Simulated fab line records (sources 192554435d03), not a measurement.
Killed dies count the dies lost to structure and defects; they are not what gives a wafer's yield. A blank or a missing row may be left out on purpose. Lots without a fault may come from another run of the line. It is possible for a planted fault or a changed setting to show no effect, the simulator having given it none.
Struck lot and sound lot, side by side | flow n5-finfet | 15 steps out of a route of 1938
Sound: wafers L390.1, L390.3, L390.6. Wafers L381.1, L381.4, L381.6 were the ones struck. The cause is given at the end.
For every step that has rows: the tool of each side, followed by ch and its chambers, followed by its first start. Under that, the readings that differ: sound wafers | struck wafers | difference of the means | sigmas: that difference in standard deviations of wafers without a fault.
alike: a reading whose means differ by less than 2 such deviations, as well as words and numbers matching on both sides. not compared: withheld readings; readings where some wafer has no value; bounds like >300 that might hide an equal value; numbers whose values overlap and for which the record gives no deviation.
Wherever a step has rows on one side only, a row that says differs or no value, or a row with sigmas, the two part there. Numbers that have no deviation but don't overlap get no sigmas and don't part them. A reading that every wafer of one side lacks parts them only if that side has two wafers or more.

first, 2 steps without rows for these wafers: N5_BEOL_M1_ANNEAL_87 (time 240 s); N5_BEOL_M1_SPUTTER_88 (material Cu, target thk 4.5 nm, time 8.29 s).
N5_BEOL_M1_ANNEAL_89: time 240 s.
  sound on pvd-sputter-03 at day 11 19:07; struck on pvd-sputter-01 at day 9 06:37
  alike: heater-power-w
then, 1 step without rows for these wafers: N5_BEOL_M1_SPUTTER_90 (material Cu, target thk 4.5 nm, time 8.29 s).
N5_BEOL_M1_ANNEAL_91: time 240 s.
  sound on pvd-sputter-03 at day 11 19:20; struck on pvd-sputter-01 at day 9 06:50
  alike: heater-power-w
then, 2 steps without rows for these wafers: N5_BEOL_M1_SPUTTER_92 (material Cu, target thk 4.5 nm, time 8.29 s); N5_BEOL_M1_ANNEAL_93 (time 240 s).
N5_BEOL_M1_SPUTTER_94: material Cu, target thk 4.5 nm, time 8.29 s.
  sound on pvd-sputter-03 at day 11 19:41; struck on pvd-sputter-01 at day 9 07:12
  alike: throttle-valve-pct
N5_BEOL_M1_ANNEAL_95: time 240 s.
  sound on pvd-sputter-03 at day 11 19:46; struck on pvd-sputter-01 at day 9 07:17
  alike: heater-power-w
then, 2 steps without rows for these wafers: N5_BEOL_M1_SPUTTER_96 (material Cu, target thk 4.5 nm, time 8.29 s); N5_BEOL_M1_ECD_50 (material Cu, target thk 300 nm).
N5_BEOL_M1_ANNEAL_51: time 90 s.
  sound on rtp-anneal-02 ch 0, day 11 20:07; struck on rtp-anneal-01 ch 0, day 9 07:37
  reading          | sound             | struck            | difference | sigmas
  wafer_temp_C_max | 225.4 225.4 225.0 | 227.3 226.4 226.6 | +1.5       | +2
N5_BEOL_M1_CMP_52: polishes, stops on SiOC, t overpolish 6.8 s, target thk 40 nm.
  sound on cmp-01 ch 2,3, day 11 20:24; struck on cmp-02 ch 0,2, day 9 07:57
  reading                      | sound                | struck               | difference | sigmas
  barrier-field-endpoint-s (s) | 26.5 24.6 24.9       | 39.1 37.9 38.8       | +13.3      | +19
  head-pressure-psi (psi)      | 1.0028 1.0012 0.9953 | 0.6371 0.6329 0.6376 | -0.3639    | -99 or more
  overpolish-run-s (s)         | 6.800 6.785 6.809    | 2.033 3.270 2.424    | -4.222     | -99 or more
  alike: edge-zone-pressure-frac, motor-current-A, time-to-endpoint-s
N5_BEOL_M4_RC_MEAS_101:
  sound on prober-02 ch 0, day 13 17:04; struck on prober-01 ch 0, day 10 21:54
  reading       | sound          | struck         | difference | sigmas
  SS_N (mV/dec) | 70.9 70.3 70.6 | 71.9 71.7 72.1 | +1.3       | +2
  alike: DIBL_N, DIBL_P, IOFF_N, IOFF_P, ION_N, ION_P, SS_P, VT_N, VT_P
-- record jumps: 4 days separate the struck wafers' starts on either side; left off in module BEOL_M4, taken up again in module PASSIVATION, whose first shown step is the route's number 1936 --
N5_PASSIVATION_PROBE_49:
  sound on prober-02 at day 17 20:43; struck on prober-01 at day 15 06:17
  reading            | sound    | struck   | difference | sigmas
  killed_at_M0_to_M3 | 41 66 44 | 33 22 34 | -21        | -2
  killed-at-other    | 5 3 13   | 2 1 1    | -6         | -2
  alike: defect-limited-yield, killed_at_M4_up, killed-at-contacts, killed-at-front-end, killed-dies, killed-open, killed-short, sort_bin_5_function, sort_bin_6_memory, sort-n-pass, sort-yield-pct

== WHERE THEY PART ==
At N5_BEOL_M1_ANNEAL_51 first; at N5_PASSIVATION_PROBE_49 last (within this record only).

WHY: whatever the simulator had introduced
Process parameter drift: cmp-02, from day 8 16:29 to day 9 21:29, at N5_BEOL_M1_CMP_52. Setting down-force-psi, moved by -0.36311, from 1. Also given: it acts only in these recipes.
